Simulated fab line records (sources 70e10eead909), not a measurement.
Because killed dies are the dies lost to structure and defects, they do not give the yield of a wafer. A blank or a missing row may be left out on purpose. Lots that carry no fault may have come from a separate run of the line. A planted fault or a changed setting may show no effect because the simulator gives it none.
A lot that was struck, set against a sound lot :: flow nand_harc :: 14 out of 1159 route steps
Sound: wafers L114.1, L114.3, L114.4. Struck: wafer L104.1. (L104.3, L104.4 of the same lot were not struck and are left out.) The cause comes at the end.
Each step with rows lists, per side, the tool, then ch with its chambers, then its first start. Under that, the readings that differ: sound wafers :: struck wafers :: difference of the means :: sigmas: that difference in standard deviations of wafers without a fault.
alike: readings whose means differ by less than 2 such deviations, and words and numbers that are the same on both sides. not compared: withheld readings, readings that some wafer has no value for, bounds like >300 that may hide the same value, and numbers for which the record gives no deviation and whose values overlap.
A row with sigmas, a row that says differs or no value, or rows on one side alone: a step with any of these is where the two part. Numbers that don't overlap but have no deviation are shown without sigmas and don't part them. A reading missing from all wafers of one side parts the sides only when that side holds two or more wafers.

first, 8 steps without rows for these wafers: NHARC_P_BONDPAD_HMDS_02 (time 30 s); NHARC_P_BONDPAD_COAT_36 (time 65 s); NHARC_P_BONDPAD_COAT_03 (resist thk 600 nm); NHARC_P_BONDPAD_SOFTBAKE_04 (time 70 s); NHARC_P_BONDPAD_EBR_05; NHARC_P_BONDPAD_EXPOSE_06 (exposes mask P BPAD); NHARC_P_BONDPAD_PEB_07 (peb time 80 s); NHARC_P_BONDPAD_DEVELOP_08 (time 50 s).
NHARC_P_BONDPAD_CD_MEAS_09: target cd 500 nm.
  sound on cd_sem-01 ch 0, day 10 05:37; struck on cd_sem-03 ch 0, day 7 02:59
  alike: cd_nm
NHARC_P_BONDPAD_OVL_MEAS_38:
  sound on overlay-02 at day 10 05:42; struck on overlay-01 at day 7 03:05
  alike: overlay_x_nm, overlay_y_nm
then, 1 step without rows for these wafers: NHARC_P_BONDPAD_HARDBAKE_10 (time 65 s).
NHARC_P_BONDPAD_DESCUM_11: chemistry O2, time 3 s.
  sound on rie_diel-10 ch 1,2,3, day 10 05:49; struck on rie_diel-10 ch 0, day 7 03:16
reading: oes_product_au (a.u.)
sound: 0.990 0.987 0.993
struck: 1.005
difference: +0.015
sigmas: +2

reading: rf_hours_counter_h (h)
sound: 4 4 4
struck: 14
difference: +10
sigmas: 
  alike: drypump_motor_current_A, rf_vpp_V, showerhead_plenum_p_Torr, throttle_valve_pct
NHARC_P_BONDPAD_ETCH_37: etches the open film in N2/H2, target depth 60 nm, overetch 18 nm, time 65.91 s.
  sound on rie_diel-10 ch 0,1,3, day 10 05:55; struck on rie_diel-10 ch 0, day 7 03:20
reading: oes_product_au (a.u.)
sound: 0.992 0.986 0.994
struck: 1.007
difference: +0.016
sigmas: +2

reading: rf_hours_counter_h (h)
sound: 4 4 4
struck: 14
difference: +10
sigmas: 

reading: run_length_s (s)
sound: 87.1 86.8 87.7
struck: 63.9
difference: -23.3
sigmas: -67

reading: throttle_valve_pct (%)
sound: 14.183 14.173 14.168
struck: 14.198
difference: +0.023
sigmas: +3
  alike: drypump_motor_current_A, rf_vpp_V, showerhead_plenum_p_Torr
NHARC_P_BONDPAD_ETCH_12: etches the open film in CHF3/O2, target depth 200 nm, time 100 s.
  sound: rie_diel-10 ch 0,1,2; struck: rie_diel-10 ch 1
reading: rf_hours_counter_h (h)
sound: 4 4 4
struck: 13
difference: +9
sigmas: 
  alike: drypump_motor_current_A, oes_product_au, rf_vpp_V, run_length_s, showerhead_plenum_p_Torr, throttle_valve_pct

WHERE THEY PART
First at NHARC_P_BONDPAD_DESCUM_11; last, within this record, at NHARC_P_BONDPAD_ETCH_37. Later steps at which nothing parts them and some readings are alike: NHARC_P_BONDPAD_ETCH_12.

WHY: what the simulator had put in
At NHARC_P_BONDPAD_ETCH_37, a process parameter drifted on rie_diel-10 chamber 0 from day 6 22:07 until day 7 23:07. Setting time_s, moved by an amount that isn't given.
